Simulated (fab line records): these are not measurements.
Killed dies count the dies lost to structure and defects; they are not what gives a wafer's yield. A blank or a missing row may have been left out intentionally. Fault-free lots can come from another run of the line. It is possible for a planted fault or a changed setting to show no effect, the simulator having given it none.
A lot that was struck, set against a sound lot | flow n5 finfet | 38 out of 1938 route steps
Sound: the wafers L615.3, L615.4, L615.5. Struck: wafers L607.2, L607.5, L607.6. Last of all comes the cause.
Per side, at each step with rows, come the tool, then ch with its chambers, and then its first start. Under that, the readings that differ: sound wafers | struck wafers | difference of the means | sigmas: that difference in standard deviations of wafers without a fault.
alike: readings with means less than 2 such deviations apart, plus words and numbers identical on both sides. not compared: withheld readings, readings lacking a value on some wafer, bounds such as >300 that could conceal the same value, and numbers that have no deviation in the record and whose values overlap.
A row with sigmas, a row that says differs or no value, or rows on one side alone: a step with any of these is where the two part. Non-overlapping numbers with no deviation appear without sigmas and do not part them. A reading that every wafer of one side lacks parts them only if that side has two wafers or more.

first, 9 steps without rows for these wafers: N5_BEOL_M4_ANNEAL_95 (time 240 s); N5_BEOL_M4_SPUTTER_96 (material Cu, target thk 4.5 nm, time 8.29 s); N5_BEOL_M4_ECD_50 (material Cu, target thk 300 nm); N5_BEOL_M4_ANNEAL_51 (time 90 s); N5_BEOL_M4_CMP_52 (polishes, stops on SiOC, t overpolish 6.8 s, target thk 40 nm); N5_BEOL_M4_PRE_CLEAN_60 (time 15 s); N5_BEOL_M4_CO_CAP_55 (material Co, precursor CCTBA/H2, target thk 2 nm, time 102.1 s); N5_BEOL_M4_PRE_CLEAN_56 (time 15 s); N5_BEOL_M4_DEP_57 (deposits SiCN from 3MS/NH3, target thk 8 nm, time 14 s).
N5_BEOL_M4_RC_MEAS_101:
  sound on prober-02 ch 0, day 16 00:58; struck on prober-01 ch 0, day 13 00:06
  reading       | sound          | struck         | difference | sigmas
  SS_N (mV/dec) | 69.9 71.5 71.0 | 71.9 71.9 71.8 | +1.1       | +2
  alike: DIBL_N, DIBL_P, IOFF_N, IOFF_P, ION_N, ION_P, SS_P, VT_N, VT_P
then, 24 steps without rows for these wafers: N5_BEOL_M5_ILD_DEP_00 (deposits SiCOH lowk from DEMS/porogen, target thk 140.64 nm, time 25.9 s); N5_BEOL_M5_CURE_79 (cures SiCOH lowk, time 240 s); N5_BEOL_M5_PECVD_70 (deposits SiO2 from TEOS/O2, target thk 16 nm, time 18 s); N5_BEOL_M5_HM_DEP_02 (deposits TiN, target thk 20 nm); N5_BEOL_M5_COAT_59 (time 60 s, resist thk 60 nm); N5_BEOL_M5_COAT_60 (time 60 s, resist thk 12 nm); N5_BEOL_M5_COAT_71 (time 60 s, resist thk 5 nm); N5_BEOL_M5_COAT_05 (resist thk 30 nm); N5_BEOL_M5_EBR_07; N5_BEOL_M5_SOFTBAKE_06 (time 60 s); N5_BEOL_M5_EXPOSE_08 (exposes mask M5, target cd 28 nm); N5_BEOL_M5_PEB_09 (peb time 60 s); N5_BEOL_M5_DEVELOP_10 (develop time 30 s); N5_BEOL_M5_DESCUM_16 (chemistry O2, time 7 s); N5_BEOL_M5_ETCH_72 (etches underlayer in N2/H2, target depth 6.5 nm, time 5.2 s); N5_BEOL_M5_ETCH_61 (etches SiARC in CF4, target depth 15.6 nm, time 26 s); N5_BEOL_M5_ETCH_62 (etches SOC in N2/H2, target depth 75 nm, overetch 15 nm, time 112.5 s); N5_BEOL_M5_STRIP_63 (strips in N2/H2); N5_BEOL_M5_STRIP_73 (strips in N2/H2); N5_BEOL_M5_STRIP_64 (strips in CF4); N5_BEOL_M5_HM_OPEN_17 (chemistry Cl2/BCl3, target TiN, target depth 20 nm, overetch 6 nm); N5_BEOL_M5_STRIP_19 (strips in O2); N5_BEOL_M5_COAT_65 (time 60 s, resist thk 60 nm); N5_BEOL_M5_COAT_66 (time 60 s, resist thk 12 nm).
-- here the record skips 2 days between the struck wafers' starts before and after, leaving off in module BEOL_M5 and picking up in module BEOL_M11 (first step shown: number 1578 of the route) --
N5_BEOL_M11_TRENCH_ETCH_37: etches SiCOH lowk in C4F6/O2, target depth 148.83 nm, time 48 s.
  sound on rie diel-02 ch 0,1, day 18 22:34; struck on rie diel-04 ch 0,2,3, day 15 08:25
  no value came back on the struck wafers for any of 8 readings (C4F6_flow_sccm (sccm), O2_flow_sccm (sccm) and others); on the sound wafers C4F6_flow_sccm (sccm) reads 9.99 10.00 10.02
  reading                                     | sound          | struck         | difference | sigmas
  model.TiN_of_BEOL_M11_HM_DEP_02.thk nm (nm) | 15.8 15.8 15.4 | 19.8 19.8 19.6 | +4.1       |
  not compared: rf hours counter h
N5_BEOL_M11_OCD_MEAS_38:
  struck on ocd-01, day 15 08:36; sound on ocd-01, day 18 22:44
  reading              | sound             | struck  | difference | sigmas
  trench depth nm (nm) | 149.8 145.7 149.9 | 0 0.1 0 | -148       | -74
N5_BEOL_M11_CMP_52: polishes, stops on SiCOH lowk, t overpolish 7 s, target thk 140 nm.
  sound on cmp-01 ch 0,2, day 19 01:14; struck on cmp-04 ch 1,2, day 15 11:16
  reading                                 | sound           | struck    | difference | sigmas
  model.Cu_of_BEOL_M11_ECD_50.thk nm (nm) | 141.4 137.8 142 | 0.2 0.2 1 | -139.9     |
  alike: motor current A, slurry filter dp kPa, slurry flow ml min
N5_PASSIVATION_PROBE_49:
  only the struck wafers here have rows in the record (prober-02, day 17 08:44); the sound ones have none

## WHERE THEY PART
Earliest at N5_BEOL_M4_RC_MEAS_101; latest, in this record, at N5_PASSIVATION_PROBE_49.

WHY: what the simulator had put in
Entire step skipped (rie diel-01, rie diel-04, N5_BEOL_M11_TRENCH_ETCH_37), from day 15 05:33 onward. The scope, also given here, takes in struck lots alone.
